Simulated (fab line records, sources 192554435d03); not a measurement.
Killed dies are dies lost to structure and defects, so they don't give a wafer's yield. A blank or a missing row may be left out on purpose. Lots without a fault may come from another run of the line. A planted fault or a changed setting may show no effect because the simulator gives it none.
fab line records | flow n5_finfet | part 1 of 2: steps 1 to 20 of 31
record lots=5 wafers=15 last_day=18
route steps=1938 shown BEOL_M9@1428
lots that met no fault: from a run of the same line without faults
start_h: hours from the record's first day to the start of the lot's first wafer shown | wait_h: hours since the lot's step before | " the same as in the row above | L1.1+2: a row that stands for several wafers | - no value, or no start given | * or withheld: withheld | < > ~ a bound
route shown NAME@n: a module of which the file shows steps, and the number in the route of the first | usual: mean/standard deviation of fault-free wafers | same: alike in all rows | chamber/n: place in a boat | sites: the reading at each site | _std_site: their standard deviation | _edge_site: outer sites' mean less inner sites' | radius_mm: how far each site lies from the wafer's centre | mask NAME#n: copy n | behind: the tool/chamber that last shaped the wafer | hold: why the lot was held/for how many hours/how that ended | device: the transistor (n, p or np) that didn't switch | end of line: the same wafers' tests at the end of the route | a step without rows: its recipe alone | killed: dies lost to structure and defects at the first sort, not the wafer's yield | map: a wafer's dies, x killed, . not, _ none there
set.NAME: the setting as run; set.NAME@STEP: as run at that earlier step | model.NAME: the simulator's own value behind a step, which no gauge read
lots at some steps of the route; a table a step, a row a wafer
services: from which hour (start_h, from the record's first day; less than 0 if before it) a tool's chamber was out of use, for how many hours, and why
## steps
# step N5_BEOL_M9_COAT_22
# recipe resist=CAR-EUV spin_rpm=1500 resist_thk_nm=30
# usual dispense_pressure_kPa=49.6/0.82
# columns lot.wafer tool chamber start_h wait_h dispense_pressure_kPa
L080.2 litho_track-04 0 - - 49.7
L080.4 " 0 " " 49.6
L080.5 " 0 " " 49.6
L082.1 litho_track-04 0 - - 49.7
L082.4 " 0 " " 49.7
L082.6 " 0 " " 49.7
L087.1 litho_track-02 0 - - 50.5
L087.2 " 0 " " 50.6
L087.4 " 0 " " 50.6
L092.1 litho_track-02 0 - - 50.5
L092.3 " 0 " " 50.6
L092.4 " 0 " " 50.6
L096.2 litho_track-02 0 - - 50.5
L096.4 " 0 " " 50.6
L096.6 " 0 " " 50.6
# step N5_BEOL_M9_EBR_24
# recipe solvent=PGMEA ebr_width_mm=1.5
# columns lot.wafer tool chamber start_h wait_h
L080.2+4+5 litho_track-04 0 - -
L082.1+4+6 litho_track-04 0 - -
L087.1+2+4 litho_track-02 0 - -
L092.1+3+4 litho_track-02 0 - -
L096.2+4+6 litho_track-02 0 - -
# step N5_BEOL_M9_SOFTBAKE_23
# recipe temp_c=110 time_s=60 resist=CAR-EUV
# columns lot.wafer tool chamber start_h wait_h
L080.2+4+5 litho_track-04 0 - -
L082.1+4+6 litho_track-04 0 - -
L087.1+2+4 litho_track-02 0 - -
L092.1+3+4 litho_track-02 0 - -
L096.2+4+6 litho_track-02 0 - -
# step N5_BEOL_M9_EXPOSE_25
# recipe mask_id=V8 na=0.33 source_shape=annular sigma_inner=0.4 sigma_outer=0.8 polarization=unpolarized dose_mj=37.25
# columns lot.wafer tool chamber start_h wait_h mask
L080.2+4+5 euv_scanner-02 0 275.41 - V8#0
L082.1+4+6 euv_scanner-01 0 280.86 - V8#0
L087.1+2+4 euv_scanner-01 0 314.42 - V8#0
L092.1+3+4 euv_scanner-01 0 325.41 - V8#0
L096.2+4+6 euv_scanner-01 0 374.57 - V8#0
# step N5_BEOL_M9_PEB_26
# recipe peb_temp_c=100 peb_time_s=60 resist=CAR-EUV
# columns lot.wafer tool chamber start_h wait_h
L080.2+4+5 litho_track-04 0 275.47 0.0
L082.1+4+6 litho_track-03 0 280.92 0.1
L087.1+2+4 litho_track-04 0 314.48 0.1
L092.1+3+4 litho_track-04 0 325.47 0.1
L096.2+4+6 litho_track-02 0 374.62 0.0
# step N5_BEOL_M9_DEVELOP_27
# recipe develop_time_s=30 developer=TMAH resist=CAR-EUV rinse_liquid=surfactant_rinse dry=air_spin dev_temp_c=23
# columns lot.wafer tool chamber start_h wait_h
L080.2+4+5 litho_track-04 0 - -
L082.1+4+6 litho_track-03 0 - -
L087.1+2+4 litho_track-04 0 - -
L092.1+3+4 litho_track-04 0 - -
L096.2+4+6 litho_track-02 0 - -
# step N5_BEOL_M9_CD_MEAS_28
# recipe target_cd_nm=70 landing_energy_ev=500 detector=se_inlens polarity=opening
# usual cd_nm=69.95/0.25
# columns lot.wafer tool chamber start_h wait_h cd_nm
L080.2 cd_sem-02 0 275.53 - 69.75
L080.4 " 0 " " 70.01
L080.5 " 0 " " 70.08
L082.1 cd_sem-03 0 280.99 - 70.11
L082.4 " 0 " " 70.02
L082.6 " 0 " " 70.05
L087.1 cd_sem-02 0 314.55 - 70.07
L087.2 " 0 " " 70.07
L087.4 " 0 " " 69.75
L092.1 cd_sem-03 0 325.53 - 70.29
L092.3 " 0 " " 69.99
L092.4 " 0 " " 69.85
L096.2 cd_sem-01 0 374.69 - 69.93
L096.4 " 0 " " 69.69
L096.6 " 0 " " 69.81
# step N5_BEOL_M9_OVL_MEAS_29
# recipe points_per_wafer=522
# usual V8_OVL=-0.5/0.59
# columns lot.wafer tool chamber start_h wait_h V8_OVL[nm]
L080.2 overlay-01 0 275.57 0.0 0.4
L080.4 " 0 " " 0.9
L080.5 " 0 " " 0.9
L082.1 overlay-01 0 281.02 0.0 -1.2
L082.4 " 0 " " -0.3
L082.6 " 0 " " -0.5
L087.1 overlay-02 0 314.59 0.0 -0.8
L087.2 " 0 " " -1.7
L087.4 " 0 " " -1.1
L092.1 overlay-01 0 325.57 0.0 -0.4
L092.3 " 0 " " -0.9
L092.4 " 0 " " -0.6
L096.2 overlay-01 0 374.73 0.0 0.1
L096.4 " 0 " " -0.2
L096.6 " 0 " " 0.0
# step N5_BEOL_M9_INSPECT_30
# recipe mode=adi inspect_instrument=brightfield
# usual raw_defect_count=394/96
# columns lot.wafer tool chamber start_h wait_h raw_defect_count
L080.2 defect_inspect-01 - 275.62 0.0 388
L080.4 " - " " 484
L080.5 " - " " 396
L082.1 defect_inspect-01 - 281.08 0.1 431
L082.4 " - " " 310
L082.6 " - " " 284
L087.1 defect_inspect-02 - 314.65 0.1 321
L087.2 " - " " 314
L087.4 " - " " 471
L092.1 defect_inspect-01 - 325.62 0.1 299
L092.3 " - " " 321
L092.4 " - " " 352
L096.2 defect_inspect-02 - 374.78 0.0 577
L096.4 " - " " 469
L096.6 " - " " 448
# step N5_BEOL_M9_DESCUM_33
# recipe chemistry=O2 time_s=7 source_power_w=50 bias_power_w=20 pressure_mtorr=20 rf_frequency_hz=2.712e+07 temp_c=40 resist=CAR-EUV o2_flow_sccm=225
# usual drypump_motor_current_A=5.7/0.4 oes_product_au=0.76/0.05 rf_vpp_V=243.0/1.5 showerhead_plenum_p_Torr=2.08/0.076 throttle_valve_pct=20.37/0.19
# columns lot.wafer tool chamber start_h wait_h drypump_motor_current_A oes_product_au rf_hours_counter_h rf_vpp_V showerhead_plenum_p_Torr throttle_valve_pct
L080.2 rie_diel-05 3 275.81 0.2 6.1 0.75 180 243.0 2.10 20.48
L080.4 " 0 " " 5.6 0.69 233 242.9 2.07 20.67
L080.5 " 1 " " 6.5 0.88 - 241.1 2.05 20.25
L082.1 rie_diel-06 0 281.11 0.0 5.9 0.71 192 243.9 2.16 20.22
L082.4 " 2 " " 6.0 0.75 137 242.7 2.11 20.75
L082.6 " 1 " " 5.5 0.78 - 239.3 1.92 20.53
L087.1 rie_diel-03 3 314.68 0.0 5.1 0.78 132 244.5 2.18 20.41
L087.2 " 2 " " 6.2 0.73 207 241.1 1.98 20.10
L087.4 " 1 " " 5.4 0.83 82 241.2 2.02 20.19
L092.1 rie_diel-06 0 325.66 0.0 5.9 0.70 205 243.5 2.15 20.24
L092.3 " 3 " " 5.7 0.71 194 243.9 2.14 20.33
L092.4 " 1 " " 5.5 0.76 162 240.5 1.92 20.53
L096.2 rie_diel-03 0 374.81 0.0 5.4 0.71 227 242.3 2.07 20.38
L096.4 " 2 " " 6.1 0.71 225 242.0 1.98 20.14
L096.6 " 2 " " 6.1 0.71 - 241.9 1.98 20.14
# step N5_BEOL_M9_ETCH_76
# recipe chemistry=N2/H2 target=underlayer target_depth_a=65 mask_material=CAR-EUV time_s=5.2 ion_energy_ev=200 pressure_mtorr=30 source_w=840 bias_w=150 n2_flow_sccm=200 h2_flow_sccm=200 ends=cleared
# usual drypump_motor_current_A=5.7/0.4 etch_rf_on_time_s=5.19/0.15 oes_product_au=0.65/0.043 rf_vpp_V=523/3 showerhead_plenum_p_Torr=2.52/0.093 throttle_valve_pct=17.81/0.23
# columns lot.wafer tool chamber start_h wait_h drypump_motor_current_A etch_rf_on_time_s oes_product_au rf_hours_counter_h rf_vpp_V showerhead_plenum_p_Torr throttle_valve_pct
L080.2 rie_diel-05 3 275.84 0.0 6.1 5.27 0.63 180 524 2.54 17.97
L080.4 " 0 " " 5.6 5.36 0.59 233 521 2.50 18.01
L080.5 " 1 " " 6.5 5.12 0.75 - 520 2.48 17.67
L082.1 rie_diel-06 0 281.15 0.0 5.9 5.11 0.63 192 526 2.64 17.71
L082.4 " 2 " " 6.0 5.27 0.65 137 523 2.56 18.17
L082.6 " 1 " " 5.5 5.04 0.67 - 516 2.35 18.14
L087.1 rie_diel-03 3 314.71 0.0 5.1 5.39 0.66 132 527 2.66 17.91
L087.2 " 2 " " 6.1 5.06 0.62 207 521 2.42 17.61
L087.4 " 1 " " 5.4 4.97 0.72 82 521 2.45 17.48
L092.1 rie_diel-06 0 325.69 0.0 5.9 5.19 0.61 205 524 2.64 17.75
L092.3 " 3 " " 5.7 5.38 0.60 194 527 2.62 17.77
L092.4 " 1 " " 5.5 5.13 0.66 162 517 2.35 18.16
L096.2 rie_diel-03 0 374.85 0.0 5.5 5.17 0.61 227 522 2.52 17.80
L096.4 " 2 " " 6.2 5.14 0.60 225 519 2.41 17.61
L096.6 " 2 " " 6.1 5.10 0.60 - 520 2.41 17.62
# step N5_BEOL_M9_ETCH_65
# recipe chemistry=CF4 target=SiARC target_depth_a=156 mask_material=CAR-EUV time_s=26 ion_energy_ev=80 pressure_mtorr=40 source_w=545 bias_w=36 Ar_flow_sccm=100 cf4_flow_sccm=100 ends=cleared
# usual drypump_motor_current_A=5.7/0.4 etch_rf_on_time_s=26.0/0.7 oes_product_au=0.65/0.043 rf_vpp_V=183.9/1.3 showerhead_plenum_p_Torr=2.13/0.075 throttle_valve_pct=15.60/0.15
# columns lot.wafer tool chamber start_h wait_h drypump_motor_current_A etch_rf_on_time_s oes_product_au rf_hours_counter_h rf_vpp_V showerhead_plenum_p_Torr throttle_valve_pct
L080.2 rie_diel-05 3 275.86 0.0 6.1 26.2 0.63 180 184.0 2.12 15.56
L080.4 " 0 " " 5.6 26.4 0.59 233 183.4 2.12 15.85
L080.5 " 1 " " 6.5 25.7 0.74 - 182.5 2.09 15.40
L082.1 rie_diel-06 0 281.17 0.0 5.9 25.6 0.63 192 184.8 2.21 15.56
L082.4 " 2 " " 6.0 26.0 0.65 137 184.2 2.15 15.83
L082.6 " 1 " " 5.5 25.3 0.66 - 182.1 1.98 15.76
L087.1 rie_diel-03 3 314.73 0.0 5.1 26.9 0.66 132 184.6 2.24 15.68
L087.2 " 2 " " 6.2 25.6 0.62 207 182.9 2.04 15.43
L087.4 " 1 " " 5.4 25.3 0.71 82 183.3 2.08 15.44
L092.1 rie_diel-06 0 325.71 0.0 5.9 26.0 0.61 205 183.5 2.21 15.58
L092.3 " 3 " " 5.7 27.1 0.60 194 184.6 2.22 15.68
L092.4 " 1 " " 5.5 25.8 0.65 162 181.9 1.98 15.80
L096.2 rie_diel-03 0 374.86 0.0 5.5 25.8 0.61 227 183.5 2.11 15.61
L096.4 " 2 " " 6.2 25.6 0.61 225 182.9 2.04 15.46
L096.6 " 2 " " 6.1 25.7 0.61 - 183.0 2.04 15.47
# step N5_BEOL_M9_ETCH_66
# recipe chemistry=N2/H2 target=SOC target_depth_a=800 overetch_a=160 mask_material=SiARC temp_c=40 time_s=120 ion_energy_ev=200 pressure_mtorr=30 source_w=840 bias_w=150 n2_flow_sccm=200 h2_flow_sccm=200
# usual drypump_motor_current_A=5.7/0.4 oes_product_au=0.58/0.035 rf_vpp_V=523.3/2.7 showerhead_plenum_p_Torr=2.52/0.093 throttle_valve_pct=17.77/0.23
# columns lot.wafer tool chamber start_h wait_h drypump_motor_current_A oes_product_au rf_hours_counter_h rf_vpp_V showerhead_plenum_p_Torr throttle_valve_pct
L080.2 rie_diel-05 3 275.89 0.0 6.1 0.57 180 522.9 2.54 17.93
L080.4 " 0 " " 5.6 0.54 233 523.0 2.50 17.96
L080.5 " 1 " " 6.5 0.66 - 521.3 2.48 17.61
L082.1 rie_diel-06 0 281.19 0.0 5.9 0.56 192 526.9 2.64 17.69
L082.4 " 2 " " 6.0 0.58 137 524.8 2.56 18.15
L082.6 " 1 " " 5.5 0.59 - 519.1 2.35 18.10
L087.1 rie_diel-03 3 314.76 0.0 5.1 0.60 132 525.8 2.66 17.89
L087.2 " 2 " " 6.1 0.55 207 519.6 2.42 17.56
L087.4 " 1 " " 5.4 0.63 82 521.1 2.45 17.42
L092.1 rie_diel-06 0 325.74 0.0 5.9 0.55 205 527.3 2.64 17.72
L092.3 " 3 " " 5.7 0.56 194 525.3 2.62 17.75
L092.4 " 1 " " 5.5 0.58 162 517.4 2.35 18.13
L096.2 rie_diel-03 0 374.89 0.0 5.5 0.54 227 522.3 2.52 17.78
L096.4 " 2 " " 6.1 0.53 225 519.4 2.41 17.57
L096.6 " 2 " " 6.2 0.54 - 521.6 2.41 17.59
# step N5_BEOL_M9_STRIP_69
# recipe chemistry=N2/H2 temp_c=40 n2_flow_sccm=200 h2_flow_sccm=200 rf_frequency_hz=6e+07
# columns lot.wafer tool chamber start_h wait_h
L080.2+4+5 rie_diel-05 3,0,1 275.97 0.0
L082.1+4+6 rie_diel-06 0,2,1 281.27 0.0
L087.1+2+4 rie_diel-03 3,2,1 314.84 0.0
L092.1+3+4 rie_diel-06 0,3,1 325.82 0.0
L096.2+4+6 rie_diel-03 0,2,2 374.97 0.0
# step N5_BEOL_M9_STRIP_77
# recipe chemistry=N2/H2 temp_c=40 n2_flow_sccm=200 h2_flow_sccm=200 rf_frequency_hz=6e+07
# columns lot.wafer tool chamber start_h wait_h
L080.2+4+5 rie_diel-05 3,0,1 275.98 0.0
L082.1+4+6 rie_diel-06 0,2,1 281.28 0.0
L087.1+2+4 rie_diel-03 3,2,1 314.85 0.0
L092.1+3+4 rie_diel-06 0,3,1 325.83 0.0
L096.2+4+6 rie_diel-03 0,2,2 374.98 0.0
# step N5_BEOL_M9_VIA_ETCH_34
# recipe chemistry=C4F6/O2 target=SiCOH_lowk target_depth_a=1824 mask_material=SOC taper_deg=4 time_s=68.4 ion_energy_ev=250 pressure_mtorr=30 source_w=345 bias_w=185 Ar_flow_sccm=300 C4F6_flow_sccm=10 O2_flow_sccm=10
# usual C4F6_flow_sccm=10.00/0.034 drypump_motor_current_A=5.7/0.4 oes_product_au=0.76/0.051 rf_vpp_V=664/14 showerhead_plenum_p_Torr=2.83/0.1 throttle_valve_pct=20.85/0.17
# columns lot.wafer tool chamber start_h wait_h C4F6_flow_sccm drypump_motor_current_A oes_product_au rf_hours_counter_h rf_vpp_V showerhead_plenum_p_Torr throttle_valve_pct
L080.2 rie_diel-05 3 275.99 0.0 9.97 6.1 0.74 180 676 2.83 20.83
L080.4 " 0 " " 9.97 5.6 0.68 233 650 2.80 21.01
L080.5 " 1 " " 10.03 6.5 0.87 - 679 2.79 20.77
L082.1 rie_diel-06 0 281.29 0.0 9.92 5.9 0.73 192 671 2.92 20.64
L082.4 " 2 " " 10.02 6.0 0.75 137 650 2.87 21.20
L082.6 " 1 " " 9.99 5.5 0.78 - 667 2.61 20.92
L087.1 rie_diel-03 3 314.86 0.0 10.03 5.1 0.77 132 652 2.97 20.97
L087.2 " 2 " " 10.04 6.1 0.72 207 670 2.72 20.68
L087.4 " 1 " " 10.05 5.4 0.83 82 638 2.77 20.77
L092.1 rie_diel-06 0 325.84 0.0 10.00 5.9 0.72 205 673 2.92 20.65
L092.3 " 3 " " 10.09 5.7 0.71 194 682 2.95 21.00
L092.4 " 1 " " 9.98 5.6 0.77 162 668 2.61 20.94
L096.2 rie_diel-03 0 374.99 0.0 9.98 5.5 0.71 227 681 2.79 20.69
L096.4 " 2 " " 10.01 6.1 0.71 225 669 2.71 20.70
L096.6 " 2 " " 9.99 6.1 0.71 - 669 2.71 20.70
# step N5_BEOL_M9_STRIP_73
# recipe chemistry=C4F6/O2 resist=SiARC rf_frequency_hz=6e+07
# columns lot.wafer tool chamber start_h wait_h
L080.2+4+5 rie_diel-05 3,0,1 276.04 0.0
L082.1+4+6 rie_diel-06 0,2,1 281.35 0.0
L087.1+2+4 rie_diel-03 3,2,1 314.91 0.0
L092.1+3+4 rie_diel-06 0,3,1 325.89 0.0
L096.2+4+6 rie_diel-03 0,2,2 375.04 0.0
# step N5_BEOL_M9_STRIP_36
# recipe chemistry=N2/H2 power_w=450 temp_c=40 pressure_mtorr=20 rf_frequency_hz=6e+07 overash_fraction=0.3 bias_power_w=7 h2_frac=0.5 n2_flow_sccm=200 h2_flow_sccm=200
# usual drypump_motor_current_A=5.7/0.41 oes_product_au=0.76/0.05 rf_vpp_V=58.8/1.5 showerhead_plenum_p_Torr=2.52/0.093 throttle_valve_pct=23.6/0.31
# columns lot.wafer tool chamber start_h wait_h drypump_motor_current_A oes_product_au rf_hours_counter_h rf_vpp_V showerhead_plenum_p_Torr throttle_valve_pct
L080.2 rie_diel-05 3 276.05 0.0 6.1 0.74 180 58.2 2.54 23.8
L080.4 " 0 " " 5.5 0.68 233 58.6 2.50 23.8
L080.5 " 1 " " 6.5 0.86 - 61.3 2.48 23.5
L082.1 rie_diel-06 0 281.36 0.0 5.9 0.72 192 59.5 2.64 23.4
L082.4 " 2 " " 6.0 0.75 137 60.9 2.55 24.1
L082.6 " 1 " " 5.5 0.77 - 58.1 2.35 24.0
L087.1 rie_diel-03 3 314.92 0.0 5.1 0.78 132 62.0 2.65 23.7
L087.2 " 2 " " 6.2 0.70 207 61.0 2.41 23.3
L087.4 " 1 " " 5.4 0.82 82 61.5 2.44 23.1
L092.1 rie_diel-06 0 325.90 0.0 5.9 0.71 205 59.7 2.63 23.4
L092.3 " 3 " " 5.7 0.72 194 57.8 2.61 23.5
L092.4 " 1 " " 5.5 0.75 162 56.2 2.34 24.0
L096.2 rie_diel-03 0 375.05 0.0 5.5 0.71 227 55.7 2.51 23.5
L096.4 " 2 " " 6.1 0.70 225 56.8 2.41 23.3
L096.6 " 2 " " 6.2 0.71 - 56.3 2.41 23.3
# step N5_BEOL_M9_TRENCH_ETCH_37
# recipe chemistry=C4F6/O2 target_depth_a=1514.3 target=SiCOH_lowk time_s=49 ion_energy_ev=250 pressure_mtorr=30 source_w=345 bias_w=185 Ar_flow_sccm=300 C4F6_flow_sccm=10 O2_flow_sccm=10
# usual C4F6_flow_sccm=10.00/0.03 drypump_motor_current_A=5.7/0.4 oes_product_au=0.76/0.051 rf_vpp_V=664/14 showerhead_plenum_p_Torr=2.83/0.1 throttle_valve_pct=20.88/0.17
# columns lot.wafer tool chamber start_h wait_h C4F6_flow_sccm drypump_motor_current_A oes_product_au rf_hours_counter_h rf_vpp_V showerhead_plenum_p_Torr throttle_valve_pct
L080.2 rie_diel-05 3 - - 10.05 6.1 0.73 180 676 2.83 20.87
L080.4 " 0 " " 10.02 5.6 0.67 233 649 2.80 21.03
L080.5 " 1 " " 10.02 6.5 0.85 - 679 2.79 20.77
L082.1 rie_diel-06 0 - - 10.00 5.9 0.74 192 671 2.92 20.67
L082.4 " 2 " " 10.00 6.1 0.76 137 651 2.87 21.23
L082.6 " 1 " " 9.97 5.5 0.78 - 667 2.61 20.95
L087.1 rie_diel-03 3 - - 10.01 5.1 0.77 132 653 2.97 20.99
L087.2 " 2 " " 9.99 6.1 0.72 207 671 2.72 20.68
L087.4 " 1 " " 10.02 5.4 0.83 82 639 2.77 20.81
L092.1 rie_diel-06 0 - - 10.02 5.9 0.71 205 670 2.92 20.69
L092.3 " 3 " " 9.99 5.7 0.71 194 681 2.95 21.03
L092.4 " 1 " " 9.98 5.5 0.76 162 667 2.61 20.96
L096.2 rie_diel-03 0 - - 9.98 5.5 0.71 227 680 2.79 20.75
L096.4 " 2 " " 10.04 6.1 0.70 225 669 2.71 20.72
L096.6 " 2 " " 9.99 6.1 0.71 - 669 2.71 20.72
# step N5_BEOL_M9_ETCH_41
# recipe chemistry=CH3F/O2 target=SiCN target_depth_a=366 taper_deg=2 time_s=70.1 ion_energy_ev=120 mask_material=TiN pressure_mtorr=30 source_w=395 bias_w=75 Ar_flow_sccm=150 CH3F_flow_sccm=30 O2_flow_sccm=20
# usual drypump_motor_current_A=5.7/0.4 oes_product_au=0.76/0.05 rf_vpp_V=297.0/1.6 showerhead_plenum_p_Torr=1.99/0.075 throttle_valve_pct=16.29/0.15
# columns lot.wafer tool chamber start_h wait_h drypump_motor_current_A oes_product_au rf_hours_counter_h rf_vpp_V showerhead_plenum_p_Torr throttle_valve_pct
L080.2 rie_diel-05 3 - - 6.1 0.74 180 296.7 1.99 16.31
L080.4 " 0 " " 5.6 0.68 233 297.2 1.97 16.52
L080.5 " 1 " " 6.5 0.86 - 296.1 1.96 16.14
L082.1 rie_diel-06 0 - - 5.9 0.73 192 298.5 2.06 16.16
L082.4 " 2 " " 6.1 0.75 137 298.5 2.01 16.56
L082.6 " 1 " " 5.6 0.78 - 293.5 1.83 16.39
L087.1 rie_diel-03 3 - - 5.1 0.77 132 298.4 2.09 16.39
L087.2 " 2 " " 6.1 0.72 207 294.2 1.91 16.12
L087.4 " 1 " " 5.4 0.83 82 297.5 1.95 16.16
L092.1 rie_diel-06 0 - - 5.9 0.72 205 298.5 2.05 16.21
L092.3 " 3 " " 5.7 0.72 194 299.1 2.08 16.43
L092.4 " 1 " " 5.5 0.76 162 293.7 1.83 16.41
L096.2 rie_diel-03 0 - - 5.5 0.71 227 297.0 1.96 16.26
L096.4 " 2 " " 6.1 0.71 225 295.4 1.90 16.15
L096.6 " 2 " " 6.1 0.71 - 295.9 1.90 16.15
